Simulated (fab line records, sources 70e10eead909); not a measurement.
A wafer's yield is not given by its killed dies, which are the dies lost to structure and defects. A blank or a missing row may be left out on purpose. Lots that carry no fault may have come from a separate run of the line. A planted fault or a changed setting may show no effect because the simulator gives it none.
Problem report in the 8D (eight disciplines) form, filled by code | flow nandHarc | the parts of the form that need people (team, actions taken, sign-off) are left out

1. THE ISSUE
At NHARC_A_CHANNEL_HOLE_D1_INSPECT_40, rawDefectCount averages 1206 over 6 wafers from 2 lots, while fault-free wafers read 63, standard deviation 15. Measured from the usual mean, that is +76 standard deviations.
First seen on wafer L752.2, day 11 16:22, on defectInspect-02. The record has a number at this step for 33 wafers belonging to 11 lots. The rule behind "out" and "out of limits": a value lying over 4 standard deviations away from the usual mean. The rest of the wafers with a number are treated as sound.

2. WHAT IT IS, WHAT IT ISN'T
question                    | is                     | is not
which readings at this step | rawDefectCount         | -
which lots                  | L751, L752             | L738, L740, L741, L742, L743, L744, L745, L756, L758
which wafers of those lots  | all that have a number | -
read on which gauges        | defectInspect-02       | defectInspect-01
when                        | from day 11 16:22      | up to then (21 sound wafers); but 6 sound wafers of L756, L758 came after

3. THE SUSPECTS, EACH WITH WHAT RULES IT OUT
Counting: a tool stays on the suspect list if, at a process step up to the reading, it processed all lots that are out and no sound lot following the first of them.
- the gauge at NHARC_A_CHANNEL_HOLE_D1_INSPECT_40: kept. All the wafers that are out were read on defectInspect-02, and no step on other tools shows them out.
- rieDiel-12 at NHARC_A_CHANNEL_HOLE_D1_ETCH_16 (etches the open film in O2/COS, target depth 3100 nm, time 806 s): ruled out as a lasting fault. Following L752 (day 11 10:58), the first lot on it that is out, the sound lots L758 were run on it. Because NHARC_A_CHANNEL_HOLE_D1_ETCH_16 lacks a start for some lots, the hours and order of its lots are taken from NHARC_A_CHANNEL_HOLE_D1_ETCH_21.
- harEtch-02 at NHARC_A_CHANNEL_HOLE_D1_ETCH_21 (etches the open film in C4F8/O2/Ar, time 514.3 s, target depth 1600 nm): kept. It ran every lot that is out, first L752 (day 11 10:58), and no sound lot after that; its last sound lot up to then is L744 (day 9 18:46).
- harEtch-02 at NHARC_A_CHANNEL_HOLE_D1_ETCH_26 (etches the open film in C4F8/O2/Ar, time 224.1 s, target depth 300 nm): kept. It ran every lot that is out, first L752 (day 11 14:20), and no sound lot after that; its last sound lot up to then is L744 (day 9 22:08).
harEtch-02 at NHARC_A_CHANNEL_HOLE_D1_ETCH_21, harEtch-02 at NHARC_A_CHANNEL_HOLE_D1_ETCH_26 and defectInspect-02 at NHARC_A_CHANNEL_HOLE_D1_INSPECT_40 are what is left after counting.

4. THE CAUSE (what the simulator had put in)
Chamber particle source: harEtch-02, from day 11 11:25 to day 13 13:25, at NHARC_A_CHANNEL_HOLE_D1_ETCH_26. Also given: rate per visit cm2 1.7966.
After counting, 3 suspects remain, this tool included.

5. THE EFFECT CHAIN, in route order
Each row: a reading where the mean over the struck wafers with a number is more than 3 standard deviations away from the usual. Only readings whose record carries a usual standard deviation are examined. hours: median over the lots of the time between each lot's start at the first step of this table that gives one and its start at this step. sigmas: the change, counted in usual standard deviations.
hours | step                               | reading        | usual | on struck wafers | change | sigmas
0     | NHARC_A_CHANNEL_HOLE_D1_INSPECT_40 | rawDefectCount | 63    | 1206             | +1142  | +76
263   | NHARC_END_SORT_01                  | killedAtArray  | 29    | 91               | +62    | +6.2
263   | NHARC_END_SORT_01                  | killedDies     | 33    | 93               | +60    | +5.5

6. HOW IT WOULD HAVE BEEN CAUGHT EARLIER
5 hours passed between the start of the fault at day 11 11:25 and the first reading out of limits at a measuring or inspecting step in this record, taken at day 11 16:22.
No tool reading at NHARC_A_CHANNEL_HOLE_D1_ETCH_26 that has a usual standard deviation in the record was out on any struck wafer, so an alarm limit of 4 standard deviations on those readings would not have fired.
L751, from the lots that are out (2), started NHARC_A_CHANNEL_HOLE_D1_ETCH_26 on harEtch-02 later than day 11 16:22. A hold on the tool at that time would have spared it.
